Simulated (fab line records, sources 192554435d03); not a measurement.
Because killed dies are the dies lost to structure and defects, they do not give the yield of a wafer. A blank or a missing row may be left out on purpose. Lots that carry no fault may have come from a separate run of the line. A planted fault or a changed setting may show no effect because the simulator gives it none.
Chamber matching + flow n5-finfet + N5_BEOL_M11_ETCH_66 on rie-diel-04 has 4 sister chambers
The step etches SOC in N2/H2, target depth 120 nm, overetch 24 nm, time 180 s. 20 wafers are shown with their chamber, then 10 later ones without.

== WAFERS WITH THEIR CHAMBER ==
| wafer  | chamber | drypump-motor-current-A (A) | showerhead-plenum-p-Torr (Torr) | throttle-valve-pct (%) |
|--------|---------|-----------------------------|---------------------------------|------------------------|
| L074.2 | 0       | 5.1                         | 2.51                            | 17.62                  |
| L074.3 | 2       | 5.6                         | 2.69                            | 17.34                  |
| L074.5 | 3       | 5.7                         | 2.69                            | 17.50                  |
| L076.1 | 3       | 5.7                         | 2.69                            | 17.49                  |
| L076.2 | 0       | 5.1                         | 2.51                            | 17.61                  |
| L076.5 | 0       | 5.1                         | 2.51                            | 17.62                  |
| L081.1 | 2       | 5.6                         | 2.69                            | 17.37                  |
| L081.3 | 1       | 5.9                         | 2.68                            | 17.86                  |
| L081.6 | 0       | 5.1                         | 2.51                            | 17.65                  |
| L083.1 | 0       | 5.1                         | 2.50                            | 17.65                  |
| L083.2 | 2       | 5.6                         | 2.69                            | 17.36                  |
| L083.6 | 2       | 5.6                         | 2.69                            | 17.37                  |
| L082.2 | 1       | 5.8                         | 2.68                            | 17.86                  |
| L082.3 | 3       | 5.7                         | 2.68                            | 17.52                  |
| L082.5 | 2       | 5.6                         | 2.69                            | 17.36                  |
| L085.1 | 2       | 5.6                         | 2.69                            | 17.38                  |
| L085.2 | 3       | 5.7                         | 2.68                            | 17.56                  |
| L085.3 | 1       | 5.8                         | 2.68                            | 17.89                  |
| L090.3 | 0       | 5.1                         | 2.50                            | 17.66                  |
| L090.4 | 1       | 5.8                         | 2.67                            | 17.88                  |

SIGNATURES (averages over the wafers above)
| reading                  | chamber 0 | chamber 1 | chamber 2 | chamber 3 | scatter within a chamber |
|--------------------------|-----------|-----------|-----------|-----------|--------------------------|
| drypump-motor-current-A  | 5.100     | 5.825     | 5.600     | 5.700     | 0.0217                   |
| showerhead-plenum-p-Torr | 2.5067    | 2.6775    | 2.6900    | 2.6850    | 0.00439                  |
| throttle-valve-pct       | 17.6350   | 17.8725   | 17.3633   | 17.5175   | 0.0204                   |
Rule: for a wafer and a chamber, the distance is found by dividing, reading by reading, the gap between the wafer's reading and the chamber's mean by the reading's scatter, squaring, summing and taking the root. If the next closest chamber is less than 2 further off than the closest, the wafer can't be placed; otherwise it belongs to the closest. The scatter is the square root of a quotient: the sum, over the shown wafers, of each reading's squared deviation from its chamber's mean, divided by wafers minus chambers.

== WAFERS WHOSE CHAMBER IS MISSING ==
| wafer  | drypump-motor-current-A (A) | showerhead-plenum-p-Torr (Torr) | throttle-valve-pct (%) |
|--------|-----------------------------|---------------------------------|------------------------|
| L090.5 | 5.6                         | 2.68                            | 17.38                  |
| L089.1 | 5.7                         | 2.68                            | 17.54                  |
| L089.2 | 5.8                         | 2.67                            | 17.88                  |
| L089.6 | 5.1                         | 2.50                            | 17.65                  |
| L094.1 | 5.6                         | 2.68                            | 17.39                  |
| L094.2 | 5.8                         | 2.67                            | 17.91                  |
| L094.4 | 5.8                         | 2.67                            | 17.89                  |
| L093.1 | 5.6                         | 2.68                            | 17.40                  |
| L093.2 | 5.7                         | 2.67                            | 17.56                  |
| L093.5 | 5.8                         | 2.67                            | 17.92                  |

== WHICH CHAMBER EACH ONE RAN IN ==
| wafer  | from the rows above | in truth |
|--------|---------------------|----------|
| L090.5 | 2                   | 2        |
| L089.1 | 3                   | 3        |
| L089.2 | 1                   | 1        |
| L089.6 | 0                   | 0        |
| L094.1 | 2                   | 2        |
| L094.2 | 1                   | 1        |
| L094.4 | 1                   | 1        |
| L093.1 | 2                   | 2        |
| L093.2 | 3                   | 3        |
| L093.5 | 1                   | 1        |
Correct placement for 10 of the 10. Left unplaced by these rows: 0. 0 placed wrongly.
